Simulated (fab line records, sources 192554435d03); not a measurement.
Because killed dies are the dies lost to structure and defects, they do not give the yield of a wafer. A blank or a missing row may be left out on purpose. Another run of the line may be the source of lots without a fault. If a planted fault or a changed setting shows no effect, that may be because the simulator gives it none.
Comparing a struck lot with a sound one / flow n5 finfet / 37 steps out of a route of 1938
Sound: the wafers L290.2, L290.4, L290.6. Struck: wafer L301.3. (L301.1, L301.5 of the same lot were not struck and are left out.) The cause comes at the end.
For every step that has rows: the tool of each side, followed by ch and its chambers, followed by its first start. Under that, the readings that differ: sound wafers / struck wafers / difference of the means / sigmas: that difference in standard deviations of wafers without a fault.
alike: words and numbers the same on both sides, and readings whose means are apart by under 2 such deviations; not compared: readings that were withheld, readings missing a value for some wafer, numbers with overlapping values and no deviation given by the record, and bounds like >300 which may hide the same value.
Wherever a step has rows on one side only, a row that says differs or no value, or a row with sigmas, the two part there. Numbers that have no deviation but don't overlap get no sigmas and don't part them. A reading that every wafer of one side lacks parts them only if that side has two wafers or more.

first, 10 steps without rows for these wafers: N5_HKMG_FIN_ALD_72 (deposits W, target thk 2 nm, pulse time 1 s, purge time 2 s); N5_HKMG_FIN_W_FILL_22 (material W, target thk 60 nm, time 18.2 s); N5_HKMG_FIN_PRECLEAN_83 (cleans in DIW, time 57.5 s); N5_HKMG_FIN_SRD_84 (dry time 32 s); N5_HKMG_FIN_CMP_23 (polishes, stops on SiNx, t overpolish 10 s, target thk 46.326 nm); N5_HKMG_FIN_CMP_94 (polishes, stops on SiNx, t overpolish 4.7 s, target thk 43.299 nm); N5_GATE_CUT_ETCHBACK_00 (etches W in SF6/Cl2); N5_GATE_CUT_ETCH_56 (etches TiN in Cl2/Ar, target depth 21.6 nm); N5_GATE_CUT_ETCHBACK_30 (etches TiN in Cl2/Ar, target depth 3 nm); N5_GATE_CUT_VAPOR_ETCH_60 (etches HfO2 in BCl3/Cl2).
N5_GATE_CUT_ETCH_58: etches SiNx in CH3F/O2, target depth 17 nm, time 128.6 s.
  sound on rie diel-04 ch 0,3, day 4 07:44; struck on rie diel-04 ch 3, day 7 04:58
  alike: drypump motor current A, oes product au, rf vpp V, showerhead plenum p Torr, throttle valve pct
  not compared: rf hours counter h
then, 25 steps without rows for these wafers: N5_GATE_CUT_STRIP_59 (strips in N2/H2, time 20 s); N5_GATE_CUT_PRECLEAN_31 (cleans in DIW, time 300 s); N5_GATE_CUT_SRD_32 (time 30 s); N5_GATE_CUT_SAC_CAP_01 (material SiNx, target thk 24 nm, pulse time 1 s, ald cycles 480); N5_GATE_CUT_PECVD_57 (deposits SiNx from SiH4/NH3/N2, target thk 21 nm); N5_GATE_CUT_CMP_02 (polishes, stops on SiO2, t overpolish 12.7 s, target thk 0 nm); N5_GATE_CUT_HM_DEP_46 (deposits SiO2 from TEOS/O2, target thk 130 nm, time 26.6 s); N5_GATE_CUT_COAT_34 (time 60 s, resist thk 60 nm); N5_GATE_CUT_COAT_35 (time 60 s, resist thk 10 nm); N5_GATE_CUT_COAT_27 (time 60 s, resist thk 10 nm); N5_GATE_CUT_COAT_07 (resist thk 30 nm); N5_GATE_CUT_EBR_09; N5_GATE_CUT_SOFTBAKE_08 (time 60 s); N5_GATE_CUT_EXPOSE_10 (exposes mask GATE CUT, target cd 20 nm); N5_GATE_CUT_PEB_11 (peb time 60 s); N5_GATE_CUT_DEVELOP_12 (develop time 30 s); N5_GATE_CUT_DESCUM_18 (chemistry O2, time 7 s); N5_GATE_CUT_ETCH_28 (etches underlayer in N2/H2, target depth 13 nm, time 10.4 s); N5_GATE_CUT_ETCH_36 (etches SiARC in CF4, target depth 13 nm, time 21.7 s); N5_GATE_CUT_ETCH_37 (etches SOC in N2/H2, target depth 60 nm, overetch 12 nm, time 90 s); N5_GATE_CUT_STRIP_38 (strips in N2/H2); N5_GATE_CUT_STRIP_39 (strips in N2/H2); N5_GATE_CUT_HM_OPEN_40 (chemistry C4F6/O2, target SiO2, target depth 139 nm, time 85.1 s); N5_GATE_CUT_STRIP_41 (strips in CF4); N5_GATE_CUT_STRIP_42 (strips in O2).
-- the record jumps here: 9 days lie between the struck wafers' starts before and after (it left off in module GATE_CUT and takes up again in module PASSIVATION, whose first step shown is number 1936 of the route) --
N5_PASSIVATION_PROBE_49:
  rows exist in the record for the struck wafers here (prober-02, day 15 21:25), but not for the sound ones

== WHERE THEY PART ==
Within this record, at N5_PASSIVATION_PROBE_49 only.

WHY: what had been put in by the simulator
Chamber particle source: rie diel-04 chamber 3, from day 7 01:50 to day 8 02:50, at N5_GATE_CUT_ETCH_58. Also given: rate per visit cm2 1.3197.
